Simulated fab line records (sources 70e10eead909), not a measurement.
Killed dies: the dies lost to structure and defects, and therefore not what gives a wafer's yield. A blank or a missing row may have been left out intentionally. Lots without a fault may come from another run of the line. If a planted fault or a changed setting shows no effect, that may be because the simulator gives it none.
Matching of chambers	flow nand harc	NHARC_P_GATE_DESCUM_48 on rie diel-03 has 4 sister chambers
The step chemistry O2, time 3 s. 14 wafers are shown with their chamber, then 6 later ones without.

## WAFERS PAIRED WITH THEIR CHAMBERS
wafer	chamber	showerhead plenum p Torr (Torr)	drypump motor current A (A)	rf vpp V (V)
L436.4	0	1.87	5.9	58.6
L436.5	1	2.06	5.4	59.9
L437.1	1	2.06	5.4	58.1
L437.2	2	1.94	5.8	59.9
L437.3	3	1.83	6.5	56.4
L443.1	1	2.06	5.4	58.1
L443.2	3	1.83	6.5	57.4
L443.6	2	1.93	5.8	57.3
L447.2	3	1.83	6.5	57.7
L447.3	2	1.93	5.8	57.5
L447.6	1	2.05	5.4	58.7
L446.1	3	1.83	6.5	57.3
L446.4	1	2.05	5.4	58.9
L446.5	0	1.87	5.8	56.9

SIGNATURES (averages over the wafers above)
reading	chamber 0	chamber 1	chamber 2	chamber 3	scatter within a chamber
showerhead plenum p Torr	1.8700	2.0560	1.9333	1.8300	0.00432
drypump motor current A	5.850	5.400	5.800	6.500	0.0224
rf vpp V	57.750	58.740	58.233	57.200	0.936
Rule: a wafer's distance from a chamber is the root of the sum, over the readings, of the square of ((its reading less the chamber's mean) divided by the reading's scatter). The wafer belongs to the nearest chamber; if the next one is less than 2 further off, it can't be placed. The scatter: take each reading less its chamber's mean, square it, sum over the shown wafers, divide by the number of wafers less the number of chambers, and take the root.

## WAFERS WHOSE CHAMBER IS MISSING
wafer	showerhead plenum p Torr (Torr)	drypump motor current A (A)	rf vpp V (V)
L449.3	2.05	5.4	58.9
L449.5	2.05	5.4	57.9
L449.6	1.87	5.9	58.2
L452.1	1.83	6.5	56.5
L452.3	2.05	5.4	58.4
L452.5	1.87	5.9	58.7

## WHICH CHAMBER EACH ONE RAN IN
wafer	from the rows above	in truth
L449.3	1	1
L449.5	1	1
L449.6	0	0
L452.1	3	3
L452.3	1	1
L452.5	0	0
Placed correctly: 6 of 6. Not placeable from these rows: 0. Number placed wrongly: 0.
